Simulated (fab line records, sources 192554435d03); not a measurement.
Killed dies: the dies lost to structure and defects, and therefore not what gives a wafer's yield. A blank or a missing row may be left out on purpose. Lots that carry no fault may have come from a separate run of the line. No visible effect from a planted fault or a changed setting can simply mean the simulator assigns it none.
The same fault as seen by 2 desks -- flow n5_finfet -- numbers are kept per desk, each desk with only its own; the story behind them comes last

THE METROLOGY DESK
Lot by lot, what the gauges showed, no matter which tool ran the lot: averages of those sampled wafers that carry a number. A lot is out of limits, marked OUT, if its mean lies more than 4 standard deviations from the usual mean; the brackets give that distance. Readings shown: 7 out of 19 (the first out of limits, and those lying furthest out on some lot).
Columns: A = trench_depth_nm at N5_STI_FIN_REVEAL_FIN_H_MEAS_10, usual 52.1 nm; B = IOFF_N at N5_BEOL_M4_RC_MEAS_101, usual 0.148 nA/um; C = IOFF_N_85C at N5_BEOL_M4_RC_MEAS_101, usual 2.9 nA/um; D = IOFF_P at N5_BEOL_M4_RC_MEAS_101, usual 0.20 nA/um; E = IOFF_P_85C at N5_BEOL_M4_RC_MEAS_101, usual 3.5 nA/um; F = SS_N at N5_BEOL_M4_RC_MEAS_101, usual 71.2 mV/dec; G = SS_P at N5_BEOL_M4_RC_MEAS_101, usual 73.1 mV/dec
lot,first seen here,A,B,C,D,E,F,G
L349,day 2 12:53,52.0,0.138,2.7,0.16,2.9,71.1,72.8
L351,day 3 01:01,52.1,0.158,3.2,0.21,3.8,71.8,73.0
L352,day 3 07:15,52.0,0.151,2.9,0.22,3.7,71.2,73.6
L353,day 3 13:43,51.5,0.159,3.1,0.19,3.4,71.3,72.9
L361,day 5 15:19,53.1,0.152,2.9,0.20,3.4,71.2,73.1
L365,day 6 13:02,48.5 (-4.6) OUT,6.029 (+99 or more) OUT,59.4 (+99 or more) OUT,1.64 (+42) OUT,18.8 (+31) OUT,100.0 (+44) OUT,86.1 (+19) OUT
L367,day 7 04:22,52.5,0.158,3.1,0.20,3.5,71.7,73.3
L368,day 7 07:01,48.4 (-4.7) OUT,1.546 (+50) OUT,19.4 (+36) OUT,0.90 (+21) OUT,11.7 (+17) OUT,88.1 (+26) OUT,82.9 (+15) OUT
L371,day 8 00:55,48.9 (-4.1) OUT,1.427 (+46) OUT,18.2 (+33) OUT,0.88 (+20) OUT,11.6 (+17) OUT,87.4 (+25) OUT,81.2 (+12) OUT
Finding of this desk: L365, L368, L371 out of limits; the first was L365 at day 6 13:02, on trench_depth_nm at N5_STI_FIN_REVEAL_FIN_H_MEAS_10. L349, L351, L352, L353, L361, L367 stayed within limits.

AT THE TOOL OWNER'S DESK: rie_diel-03
The tool's own readings at N5_STI_FIN_REVEAL_ETCHBACK_08 (etches SiO2 in C4F6/O2, target depth 30.5 nm, time 10.167 s): means of the sampled wafers that have a number, for each lot that ran on this tool. A lot is out of limits, marked OUT, if its mean lies more than 4 standard deviations from the usual mean; the brackets give that distance.
Columns: A = O2_flow_sccm at N5_STI_FIN_REVEAL_ETCHBACK_08, usual 9.998 sccm; B = drypump_motor_current_A at N5_STI_FIN_REVEAL_ETCHBACK_08, usual 5.7 A; C = oes_product_au at N5_STI_FIN_REVEAL_ETCHBACK_08, usual 0.77 a.u.; D = rf_vpp_V at N5_STI_FIN_REVEAL_ETCHBACK_08, usual 668 V; E = showerhead_plenum_p_Torr at N5_STI_FIN_REVEAL_ETCHBACK_08, usual 2.83 Torr; F = throttle_valve_pct at N5_STI_FIN_REVEAL_ETCHBACK_08, usual 21.18 %
lot,first seen here,A,B,C,D,E,F
L352,day 3 04:18,10.008,6.2,0.82,663,2.76,21.15
L353,day 3 10:46,10.005,5.6,0.71,680,2.86,21.34
L361,day 5 12:23,10.002,6.0,0.85,667,2.77,21.14
L365,day 6 10:05,9.994,6.2,0.70,663,2.74,21.11
L368,day 7 04:04,10.005,5.8,0.79,667,2.78,21.10
L371,day 7 21:56,10.021,6.2,0.72,662,2.75,21.16
Result from this desk: across the 6 lots, nothing is out of limits.

ALL TOGETHER
On L365, L368, L371, the metrology desk was in a position to raise an alarm at day 6 13:02.
The desk of the tool owner found nothing out of limits.
The tool owner's desk has L365, L368, L371 on record, within its limits.
Of the lots named, all ran N5_STI_FIN_REVEAL_ETCHBACK_08 on rie_diel-03.

WHAT THE SIMULATOR HAD PUT IN
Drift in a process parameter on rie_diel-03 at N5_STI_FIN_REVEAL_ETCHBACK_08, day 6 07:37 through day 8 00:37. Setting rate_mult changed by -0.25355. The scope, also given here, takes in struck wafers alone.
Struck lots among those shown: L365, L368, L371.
Hours from the fault's start to each desk's first reading out of limits: the metrology desk, 5.
